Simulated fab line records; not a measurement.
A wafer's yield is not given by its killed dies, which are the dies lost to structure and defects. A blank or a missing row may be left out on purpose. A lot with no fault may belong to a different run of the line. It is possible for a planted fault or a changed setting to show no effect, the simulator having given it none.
Which of the tools did it? / flow nandHarc / 12 lots with 36 wafers sampled at 5 steps, on a route of 1302 steps

WHAT THE GAUGES READ, wafer by wafer
NHARC_END_SORT_01. Usual: killedAtArray 63, standard deviation 27; killedAtOther 0.7, standard deviation 1.2; killedAtPeriphery 3.1, standard deviation 2; killedDies 67, standard deviation 28; killedOpen 3.0, standard deviation 1.9; killedShort 2.2, standard deviation 1.5.
lot=L514; measured=day 27 20:20; on=prober-02; killedAtArray=138 111 385; killedAtOther=1 1 0; killedAtPeriphery=5 1 2; killedDies=144 113 387; killedOpen=2 1 0; killedShort=5 1 3; flag=OFF

TOOL THAT RAN EACH LOT (tool first, then ch and the chambers of the sampled wafers, then the start)
lot=L508; NHARC_A_STAIRCASE_TRIM_24=rieDiel-12 ch 0,1,3, day 16 08:40 or earlier; NHARC_A_STAIRCASE_ETCH_188=rieDiel-12 ch 1,2,3, day 16 08:40; NHARC_A_STAIRCASE_TRIM_193=rieDiel-12 ch 0,1,3, no start; NHARC_A_STAIRCASE_ETCH_194=rieDiel-12 ch 0,2, no start
lot=L509; NHARC_A_STAIRCASE_TRIM_24=rieDiel-13 ch 0,2,3, day 17 02:35 or earlier; NHARC_A_STAIRCASE_ETCH_188=rieDiel-12 ch 1,2,3, day 17 02:35; NHARC_A_STAIRCASE_TRIM_193=rieDiel-12 ch 0,2,3, no start; NHARC_A_STAIRCASE_ETCH_194=rieDiel-12 ch 0,1,3, no start
lot=L514; NHARC_A_STAIRCASE_TRIM_24=rieDiel-12 ch 2,3, day 19 09:23 or earlier; NHARC_A_STAIRCASE_ETCH_188=rieDiel-13 ch 0,2,3, day 19 09:23; NHARC_A_STAIRCASE_TRIM_193=rieDiel-13 ch 0,2,3, day 27 20:20 or earlier; NHARC_A_STAIRCASE_ETCH_194=rieDiel-13 ch 0,2, day 27 20:20 or earlier
lot=L520; NHARC_A_STAIRCASE_TRIM_24=rieDiel-12 ch 0,1,2, day 21 19:43 or earlier; NHARC_A_STAIRCASE_ETCH_188=rieDiel-03 ch 0,1,3, day 21 19:43; NHARC_A_STAIRCASE_TRIM_193=rieDiel-03 ch 0,1,2, no start; NHARC_A_STAIRCASE_ETCH_194=rieDiel-03 ch 1,2,3, no start
lot=L522; NHARC_A_STAIRCASE_TRIM_24=rieDiel-03 ch 0,1, day 22 23:50 or earlier; NHARC_A_STAIRCASE_ETCH_188=rieDiel-12 ch 0,1,2, day 22 23:50; NHARC_A_STAIRCASE_TRIM_193=rieDiel-12 ch 0,1,3, no start; NHARC_A_STAIRCASE_ETCH_194=rieDiel-12 ch 0,2, no start
lot=L521; NHARC_A_STAIRCASE_TRIM_24=rieDiel-12 ch 0,1, day 23 00:02 or earlier; NHARC_A_STAIRCASE_ETCH_188=rieDiel-12 ch 0,1,2, day 23 00:02; NHARC_A_STAIRCASE_TRIM_193=rieDiel-12 ch 1,2, no start; NHARC_A_STAIRCASE_ETCH_194=rieDiel-12 ch 0,3, no start
lot=L523; NHARC_A_STAIRCASE_TRIM_24=rieDiel-03 ch 0,1,3, day 23 04:08 or earlier; NHARC_A_STAIRCASE_ETCH_188=rieDiel-03 ch 0,1,3, day 23 04:08; NHARC_A_STAIRCASE_TRIM_193=rieDiel-03 ch 0,1,3, no start; NHARC_A_STAIRCASE_ETCH_194=rieDiel-03 ch 0,3, no start
lot=L524; NHARC_A_STAIRCASE_TRIM_24=rieDiel-13 ch 0,1,2, day 23 19:32 or earlier; NHARC_A_STAIRCASE_ETCH_188=rieDiel-13 ch 0,1, day 23 19:32; NHARC_A_STAIRCASE_TRIM_193=rieDiel-13 ch 2,3, no start; NHARC_A_STAIRCASE_ETCH_194=rieDiel-13 ch 0,2, no start
lot=L526; NHARC_A_STAIRCASE_TRIM_24=rieDiel-03 ch 0,3, day 24 02:53 or earlier; NHARC_A_STAIRCASE_ETCH_188=rieDiel-13 ch 0,1,2, day 24 02:53; NHARC_A_STAIRCASE_TRIM_193=rieDiel-13 ch 1,2,3, no start; NHARC_A_STAIRCASE_ETCH_194=rieDiel-13 ch 1,3, no start
lot=L528; NHARC_A_STAIRCASE_TRIM_24=rieDiel-03 ch 0,1,2, day 25 02:37 or earlier; NHARC_A_STAIRCASE_ETCH_188=rieDiel-03 ch 0,1, day 25 02:37; NHARC_A_STAIRCASE_TRIM_193=rieDiel-03 ch 1,2,3, no start; NHARC_A_STAIRCASE_ETCH_194=rieDiel-03 ch 0,1,3, no start
lot=L529; NHARC_A_STAIRCASE_TRIM_24=rieDiel-13 ch 1,2,3, day 25 03:00 or earlier; NHARC_A_STAIRCASE_ETCH_188=rieDiel-13 ch 0,1,3, day 25 03:00; NHARC_A_STAIRCASE_TRIM_193=rieDiel-13 ch 0,2,3, no start; NHARC_A_STAIRCASE_ETCH_194=rieDiel-13 ch 0,1,3, no start
lot=L527; NHARC_A_STAIRCASE_TRIM_24=rieDiel-13 ch 0,3, day 25 05:47 or earlier; NHARC_A_STAIRCASE_ETCH_188=rieDiel-03 ch 0,2,3, day 25 05:47; NHARC_A_STAIRCASE_TRIM_193=rieDiel-03 ch 0,2,3, no start; NHARC_A_STAIRCASE_ETCH_194=rieDiel-03 ch 1,2,3, no start
- NHARC_A_STAIRCASE_TRIM_24: chemistry O2, time 211.2 s.
- NHARC_A_STAIRCASE_ETCH_188: etches the open film in C4F8/O2, target depth 100 nm, time 40.5 s.
- NHARC_A_STAIRCASE_TRIM_193: chemistry O2, time 211.2 s.
- NHARC_A_STAIRCASE_ETCH_194: etches the open film in C4F8/O2, target depth 100 nm, time 40.5 s.

WHAT THE TOOLS THEMSELVES READ (means of the sampled wafers that have a number; where no wafer has one, the mark that the record gives instead)
NHARC_A_STAIRCASE_TRIM_24. Usual: drypumpMotorCurrentA 6.0 A, standard deviation 0.35; oesProductAu 1.004 a.u., standard deviation 0.013; rfVppV 57.8 V, standard deviation 0.89; showerheadPlenumPTorr 3.54 Torr, standard deviation 0.16; throttleValvePct 17.037 %, standard deviation 0.009.
lot=L508; tool=rieDiel-12; drypumpMotorCurrentA (A)=5.8; oesProductAu (a.u.)=1.005; rfVppV (V)=57.8; showerheadPlenumPTorr (Torr)=3.53; throttleValvePct (%)=17.040; flag=
lot=L509; tool=rieDiel-13; drypumpMotorCurrentA (A)=6.2; oesProductAu (a.u.)=1.014; rfVppV (V)=58.1; showerheadPlenumPTorr (Torr)=3.48; throttleValvePct (%)=17.042; flag=
lot=L514; tool=rieDiel-12; drypumpMotorCurrentA (A)=5.5; oesProductAu (a.u.)=1.015; rfVppV (V)=57.7; showerheadPlenumPTorr (Torr)=3.47; throttleValvePct (%)=17.031; flag=
lot=L520; tool=rieDiel-12; drypumpMotorCurrentA (A)=5.7; oesProductAu (a.u.)=0.991; rfVppV (V)=57.7; showerheadPlenumPTorr (Torr)=3.46; throttleValvePct (%)=17.035; flag=
lot=L522; tool=rieDiel-03; drypumpMotorCurrentA (A)=6.2; oesProductAu (a.u.)=1.019; rfVppV (V)=57.9; showerheadPlenumPTorr (Torr)=3.68; throttleValvePct (%)=17.029; flag=
lot=L521; tool=rieDiel-12; drypumpMotorCurrentA (A)=5.9; oesProductAu (a.u.)=1.002; rfVppV (V)=58.7; showerheadPlenumPTorr (Torr)=3.52; throttleValvePct (%)=17.035; flag=
lot=L523; tool=rieDiel-03; drypumpMotorCurrentA (A)=6.1; oesProductAu (a.u.)=1.004; rfVppV (V)=57.7; showerheadPlenumPTorr (Torr)=3.64; throttleValvePct (%)=17.034; flag=
lot=L524; tool=rieDiel-13; drypumpMotorCurrentA (A)=6.4; oesProductAu (a.u.)=1.011; rfVppV (V)=57.9; showerheadPlenumPTorr (Torr)=3.62; throttleValvePct (%)=17.035; flag=
lot=L526; tool=rieDiel-03; drypumpMotorCurrentA (A)=6.0; oesProductAu (a.u.)=0.995; rfVppV (V)=57.8; showerheadPlenumPTorr (Torr)=3.59; throttleValvePct (%)=17.050; flag=
lot=L528; tool=rieDiel-03; drypumpMotorCurrentA (A)=6.1; oesProductAu (a.u.)=1.003; rfVppV (V)=57.9; showerheadPlenumPTorr (Torr)=3.52; throttleValvePct (%)=17.041; flag=
lot=L529; tool=rieDiel-13; drypumpMotorCurrentA (A)=6.2; oesProductAu (a.u.)=1.000; rfVppV (V)=57.6; showerheadPlenumPTorr (Torr)=3.68; throttleValvePct (%)=17.028; flag=
lot=L527; tool=rieDiel-13; drypumpMotorCurrentA (A)=5.8; oesProductAu (a.u.)=0.997; rfVppV (V)=57.6; showerheadPlenumPTorr (Torr)=3.73; throttleValvePct (%)=17.040; flag=

NHARC_A_STAIRCASE_ETCH_188. Usual: oesProductAu 0.945 a.u., standard deviation 0.02; rfVppV 897 V, standard deviation 5.9.
lot=L508; tool=rieDiel-12; oesProductAu (a.u.)=0.952; rfVppV (V)=895; flag=
lot=L509; tool=rieDiel-12; oesProductAu (a.u.)=0.962; rfVppV (V)=893; flag=
lot=L514; tool=rieDiel-13; oesProductAu (a.u.)=0.988; rfVppV (V)=894; flag=
lot=L520; tool=rieDiel-03; oesProductAu (a.u.)=0.964; rfVppV (V)=899; flag=
lot=L522; tool=rieDiel-12; oesProductAu (a.u.)=0.934; rfVppV (V)=893; flag=
lot=L521; tool=rieDiel-12; oesProductAu (a.u.)=0.931; rfVppV (V)=894; flag=
lot=L523; tool=rieDiel-03; oesProductAu (a.u.)=0.940; rfVppV (V)=900; flag=
lot=L524; tool=rieDiel-13; oesProductAu (a.u.)=0.942; rfVppV (V)=903; flag=
lot=L526; tool=rieDiel-13; oesProductAu (a.u.)=0.957; rfVppV (V)=899; flag=
lot=L528; tool=rieDiel-03; oesProductAu (a.u.)=0.962; rfVppV (V)=896; flag=
lot=L529; tool=rieDiel-13; oesProductAu (a.u.)=0.936; rfVppV (V)=903; flag=
lot=L527; tool=rieDiel-03; oesProductAu (a.u.)=0.953; rfVppV (V)=894; flag=

NHARC_A_STAIRCASE_TRIM_193. Usual: drypumpMotorCurrentA 6.0 A, standard deviation 0.32; oesProductAu 1.002 a.u., standard deviation 0.013; rfVppV 57.8 V, standard deviation 0.95; showerheadPlenumPTorr 3.55 Torr, standard deviation 0.16; throttleValvePct 17.035 %, standard deviation 0.0093.
lot=L508; tool=rieDiel-12; drypumpMotorCurrentA (A)=5.8; oesProductAu (a.u.)=1.004; rfVppV (V)=58.6; showerheadPlenumPTorr (Torr)=3.53; throttleValvePct (%)=17.031; flag=
lot=L509; tool=rieDiel-12; drypumpMotorCurrentA (A)=5.7; oesProductAu (a.u.)=1.012; rfVppV (V)=57.7; showerheadPlenumPTorr (Torr)=3.54; throttleValvePct (%)=17.035; flag=
lot=L514; tool=rieDiel-13; drypumpMotorCurrentA (A)=6.1; oesProductAu (a.u.)=1.011; rfVppV (V)=58.3; showerheadPlenumPTorr (Torr)=3.47; throttleValvePct (%)=17.035; flag=
lot=L520; tool=rieDiel-03; drypumpMotorCurrentA (A)=6.1; oesProductAu (a.u.)=1.007; rfVppV (V)=57.7; showerheadPlenumPTorr (Torr)=3.53; throttleValvePct (%)=17.045; flag=
lot=L522; tool=rieDiel-12; drypumpMotorCurrentA (A)=5.8; oesProductAu (a.u.)=1.003; rfVppV (V)=57.4; showerheadPlenumPTorr (Torr)=3.50; throttleValvePct (%)=17.035; flag=
lot=L521; tool=rieDiel-12; drypumpMotorCurrentA (A)=5.5; oesProductAu (a.u.)=0.995; rfVppV (V)=58.5; showerheadPlenumPTorr (Torr)=3.39; throttleValvePct (%)=17.043; flag=
lot=L523; tool=rieDiel-03; drypumpMotorCurrentA (A)=6.1; oesProductAu (a.u.)=1.007; rfVppV (V)=58.1; showerheadPlenumPTorr (Torr)=3.64; throttleValvePct (%)=17.030; flag=
lot=L524; tool=rieDiel-13; drypumpMotorCurrentA (A)=5.9; oesProductAu (a.u.)=1.006; rfVppV (V)=57.7; showerheadPlenumPTorr (Torr)=3.70; throttleValvePct (%)=17.035; flag=
lot=L526; tool=rieDiel-13; drypumpMotorCurrentA (A)=6.2; oesProductAu (a.u.)=0.998; rfVppV (V)=57.8; showerheadPlenumPTorr (Torr)=3.69; throttleValvePct (%)=17.033; flag=
lot=L528; tool=rieDiel-03; drypumpMotorCurrentA (A)=6.0; oesProductAu (a.u.)=0.994; rfVppV (V)=57.7; showerheadPlenumPTorr (Torr)=3.60; throttleValvePct (%)=17.049; flag=
lot=L529; tool=rieDiel-13; drypumpMotorCurrentA (A)=6.1; oesProductAu (a.u.)=0.998; rfVppV (V)=57.4; showerheadPlenumPTorr (Torr)=3.62; throttleValvePct (%)=17.032; flag=
lot=L527; tool=rieDiel-03; drypumpMotorCurrentA (A)=6.0; oesProductAu (a.u.)=1.001; rfVppV (V)=58.1; showerheadPlenumPTorr (Torr)=3.48; throttleValvePct (%)=17.034; flag=

NHARC_A_STAIRCASE_ETCH_194. Usual: oesProductAu 0.945 a.u., standard deviation 0.015; rfVppV 896 V, standard deviation 6.
lot=L508; tool=rieDiel-12; oesProductAu (a.u.)=0.959; rfVppV (V)=895; flag=
lot=L509; tool=rieDiel-12; oesProductAu (a.u.)=0.948; rfVppV (V)=896; flag=
lot=L514; tool=rieDiel-13; oesProductAu (a.u.)=0.942; rfVppV (V)=897; flag=
lot=L520; tool=rieDiel-03; oesProductAu (a.u.)=0.939; rfVppV (V)=899; flag=
lot=L522; tool=rieDiel-12; oesProductAu (a.u.)=0.943; rfVppV (V)=893; flag=
lot=L521; tool=rieDiel-12; oesProductAu (a.u.)=0.955; rfVppV (V)=898; flag=
lot=L523; tool=rieDiel-03; oesProductAu (a.u.)=0.952; rfVppV (V)=895; flag=
lot=L524; tool=rieDiel-13; oesProductAu (a.u.)=0.962; rfVppV (V)=896; flag=
lot=L526; tool=rieDiel-13; oesProductAu (a.u.)=0.939; rfVppV (V)=905; flag=
lot=L528; tool=rieDiel-03; oesProductAu (a.u.)=0.949; rfVppV (V)=900; flag=
lot=L529; tool=rieDiel-13; oesProductAu (a.u.)=0.942; rfVppV (V)=903; flag=
lot=L527; tool=rieDiel-03; oesProductAu (a.u.)=0.940; rfVppV (V)=900; flag=

THE ANSWER, worked out from the rows above alone
Rule: lot off if the mean of its wafers having a number is beyond 3 standard deviations from the usual mean. A lot without any number at a reading at which 4 lots or more have one is off too. Where the step has rows for the other lots, those lots are counted as sound. First the gauges in route order, then the tools' own readings, where a lot's mean is used as printed above. The first step at which some lot is off is used, and at that step the reading that is off furthest; a lot without a number counts as furthest.
Off: L514, at NHARC_END_SORT_01 (killedAtArray). Neither off nor sound, because the step has no rows for them: L508, L509, L520, L522, L521, L523, L524, L526, L528, L529, L527.
If a tool, at a process step before that reading, ran all the lots that are off and no sound lot after the first of them, it fits. Those tools and the gauges at NHARC_END_SORT_01 are tried in the same way. Because NHARC_A_STAIRCASE_TRIM_24 lacks a start for some lots, the hours and order of its lots are taken from NHARC_A_STAIRCASE_ETCH_188. Because NHARC_A_STAIRCASE_TRIM_193 lacks a start for some lots, the hours and order of its lots are taken from NHARC_END_SORT_01. Because NHARC_A_STAIRCASE_ETCH_194 lacks a start for some lots, the hours and order of its lots are taken from NHARC_END_SORT_01. Can't be told from this: 3 tools fit, rieDiel-12 at NHARC_A_STAIRCASE_TRIM_24, rieDiel-13 at NHARC_A_STAIRCASE_ETCH_188 and NHARC_A_STAIRCASE_TRIM_193 and NHARC_A_STAIRCASE_ETCH_194, prober-02 at NHARC_END_SORT_01.

WHAT THE SIMULATOR HAD PUT IN
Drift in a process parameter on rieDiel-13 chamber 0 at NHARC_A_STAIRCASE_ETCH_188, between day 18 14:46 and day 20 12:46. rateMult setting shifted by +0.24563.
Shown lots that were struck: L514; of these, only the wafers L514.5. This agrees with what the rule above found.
